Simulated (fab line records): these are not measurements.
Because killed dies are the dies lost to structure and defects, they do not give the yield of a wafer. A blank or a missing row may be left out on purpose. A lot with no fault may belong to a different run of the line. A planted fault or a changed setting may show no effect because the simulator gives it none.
Comparing a struck lot with a sound one / flow nandHarc / 14 out of 1159 route steps
Sound: the wafers L676.1, L676.4, L676.6. Struck: wafers L684.1, L684.3, L684.6. At the end, the cause is stated.
Each step with rows lists, per side, the tool, then ch with its chambers, then its first start. Under that, the readings that differ: sound wafers / struck wafers / difference of the means / sigmas: that difference in standard deviations of wafers without a fault.
alike: readings whose means differ by less than 2 such deviations, and words and numbers that are the same on both sides. not compared: withheld readings, readings that some wafer has no value for, bounds like >300 that may hide the same value, and numbers for which the record gives no deviation and whose values overlap.
A row with sigmas, a row that says differs or no value, or rows on one side alone: a step with any of these is where the two part. When numbers do not overlap yet have no deviation, they are printed without sigmas and do not part them. A reading missing from all wafers of one side parts the sides only when that side holds two or more wafers.

NHARC_P_GATE_INSPECT_28:
  sound on defectInspect-02 at day 5 08:10; struck on defectInspect-01 at day 7 00:38
  alike: rawDefectCount
NHARC_P_GATE_DESCUM_31: chemistry O2, time 3 s.
  sound on rieDiel-09 ch 0,2,3, day 5 08:14; struck on rieDiel-09 ch 1,2,3, day 7 00:47
  alike: chamberPressureMTorr, drypumpMotorCurrentA, oesProductAu, rfVppV, showerheadPlenumPTorr, throttleValvePct
  not compared: rfHoursCounterH
then, 1 step without rows for these wafers: NHARC_P_GATE_ETCH_104 (etches the open film in CF4/CHF3, target depth 60 nm).
NHARC_P_GATE_HM_OPEN_105: chemistry O2/COS, target depth 360 nm.
  sound: rieDiel-09 ch 0,1,3; struck: rieDiel-09 ch 0,1,3
  alike: chamberPressureMTorr, drypumpMotorCurrentA, oesProductAu, rfVppV, showerheadPlenumPTorr, throttleValvePct
  not compared: rfHoursCounterH
then, 1 step without rows for these wafers: NHARC_P_GATE_STRIP_106 (strips in O2/COS).
NHARC_P_GATE_ETCH_114: etches the open film in CF4/O2, target depth 30 nm, overetch 3 nm, time 16.5 s.
  sound: rieDiel-09 ch 0,1,3; struck: rieDiel-09 ch 0,1
  alike: chamberPressureMTorr, drypumpMotorCurrentA, oes_o_777_au, oesProductAu, rfVppV, showerheadPlenumPTorr, throttleValvePct
  not compared: rfHoursCounterH
NHARC_P_GATE_ETCH_32: etches the open film in HBr/Cl2, target depth 150 nm, time 100.1 s.
  sound on rieSi-01 ch 0,2,3, day 5 09:13; struck on rieSi-04 ch 0,2,3, day 7 02:11
  alike: chamberPressureMTorr, drypumpMotorCurrentA, heBacksideLeakSccm, oesProductAu, throttleValvePct
  not compared: rfHoursCounterH
then, 1 step without rows for these wafers: NHARC_P_GATE_STRIP_108 (strips in O2).
NHARC_P_GATE_CD_MEAS_33:
  sound on cdSem-01 at day 5 09:35; struck on cdSem-02 at day 7 02:32
  alike: cdNm
then, 3 steps without rows for these wafers: NHARC_P_GATE_STRIP_35 (strips in SPM, time 600 s); NHARC_P_GATE_PRECLEAN_73 (cleans in SC1); NHARC_P_GATE_SRD_74.
NHARC_P_GATE_ALD_36: deposits SiNx, target thk 20 nm, pulse time 60 s, ald cycles 223.
  sound on aldSin-01 ch 0,3, day 5 13:37; struck on aldSin-03 ch 0,1, day 7 04:04
  no value came back on the struck wafers for aldCycles, heaterPowerOuterW (W), heaterPowerW (W), precursorPulseHeightRel; on the sound wafers aldCycles reads 223 223 223
NHARC_P_GATE_ETCHBACK_37: etches the open film in CHF3/O2, target depth 34.5 nm, time 17.2 s.
  sound: rieDiel-01 ch 1,3; struck: rieDiel-01 ch 0,1,3
  alike: chamberPressureMTorr, drypumpMotorCurrentA, oesProductAu, rfVppV, showerheadPlenumPTorr, throttleValvePct
  not compared: rfHoursCounterH

## WHERE THEY PART
Only at NHARC_P_GATE_ALD_36, as far as this record shows. Later steps at which nothing parts them and some readings are alike: NHARC_P_GATE_ETCHBACK_37.

WHY: what had been put in by the simulator
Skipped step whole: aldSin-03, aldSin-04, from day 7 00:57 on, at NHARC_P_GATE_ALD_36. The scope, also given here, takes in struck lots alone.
